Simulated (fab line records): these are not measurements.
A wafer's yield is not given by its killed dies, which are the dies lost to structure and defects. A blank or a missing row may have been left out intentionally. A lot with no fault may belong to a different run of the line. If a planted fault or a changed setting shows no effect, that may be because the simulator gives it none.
Split-lot trial ; flow n5Finfet ; 21 wafers read across 7 lots, on a route 1938 steps long

## ON THE SPLIT
At N5_BEOL_M7_VIA_ETCH_34 (etches SiCOH lowk in C4F6/O2, target depth 125.5 nm, time 50.5 s), the setting sourceW was moved away from the recipe's 345 W on 8 of the 21 wafers read, by -11.2% to +17.7%. For the rest of the wafers, this setting stayed at what the recipe calls for.

The reading is taken at the split's own step.

## THE READING
rfVppV, in V, at N5_BEOL_M7_VIA_ETCH_34 (etches SiCOH lowk in C4F6/O2, target depth 125.5 nm, time 50.5 s). Typical for fault-free wafers on this fab line: 667 V, with standard deviation 6.1 V.

wafer;tool, chamber at the split;sourceW as run, W;against the recipe;rfVppV, V;against lot-mates on the recipe
L075.1;rieDiel-06, 0;345;recipe;662;-
L075.2;rieDiel-06, 1;345;recipe;669;-
L075.3;rieDiel-06, 2;364;+5.5%;637;-28
L076.2;rieDiel-03, 2;345;recipe;672;-
L076.4;rieDiel-03, 2;306.2;-11.2%;714;+42
L076.6;rieDiel-03, 2;306.2;-11.2%;715;+43
L081.2;rieDiel-03, 0;345;recipe;672;-
L081.3;rieDiel-03, 2;345;recipe;673;-
L081.6;rieDiel-03, 2;345;recipe;671;-
L086.1;rieDiel-01, 1;309.3;-10.3%;696;+28
L086.3;rieDiel-01, 0;345;recipe;667;-
L086.5;rieDiel-01, 0;345;recipe;668;-
L087.3;rieDiel-03, 2;372.4;+7.9%;646;-22
L087.4;rieDiel-03, 1;345;recipe;671;-
L087.5;rieDiel-03, 3;345;recipe;666;-
L091.2;rieDiel-03, 2;345;recipe;670;-
L091.3;rieDiel-03, 1;406.1;+17.7%;618;-52
L091.4;rieDiel-03, 0;345;recipe;671;-
L092.1;rieDiel-03, 3;391.4;+13.4%;626;-47
L092.4;rieDiel-03, 0;345;recipe;673;-
L092.6;rieDiel-03, 1;391.4;+13.4%;630;-43

FIT RESULTS
A straight line over all 21 wafers: rfVppV changes by -3.27 V for each +1% of sourceW; r = -0.98; the points scatter about the line by 5.5 V.
The same after taking each lot's own level away (the mean of its wafers on the recipe; 21 wafers): -3.3 V for each +1%; r = -0.99; scatter 3.9 V.
That fit puts the effect of the largest move of sourceW on the reading at 59 V.
Across the lots, their own levels run from 665.5 to 673.0 V, a range of 1.2 times the standard deviation given above.
The two slopes agree, so the slope changes little with the lot-to-lot level.
Check: -60.8 V against its lot-mates is what the line predicts for one of the wafers moved furthest among these (+17.7%) when that wafer is left out of the fit. Against them it came out at -52.5 V.
Tool readings at the split's step, against how far the setting was moved: rfVppV r = -0.98.

## THESE WAFERS: OTHER SPLITS
Other splits were also applied to these wafers ahead of the reading. Each is held against what the fit with the lots' levels taken away leaves over:
other split on the same wafers;wafers away from the commonest value;r with rfVppV (lot level and that fit taken away)
N5_BEOL_M6_DESCUM_33 timeS;5;-0.03
N5_BEOL_M7_ETCH_66 timeS;3;-0.40

## THE WHOLE CHAIN: every reading that the file lists as answering this split, in the file's order
step;what it does;reading;change (the file's fit);r (the file's)
N5_BEOL_M7_VIA_ETCH_34;etches SiCOH lowk in C4F6/O2, target depth 125.5 nm, time 50.5 s;rfVppV;-3.22 V for each +1% of the setting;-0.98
N5_BEOL_M7_VIA_ETCH_34;etches SiCOH lowk in C4F6/O2, target depth 125.5 nm, time 50.5 s;etch.depthNm (the simulator's own value, which no gauge read);+0.437 nm for each +1% of the setting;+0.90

## THE FILE'S OWN FIT
rfVppV changes by -3.22 V for each +1% of sourceW, r = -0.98.
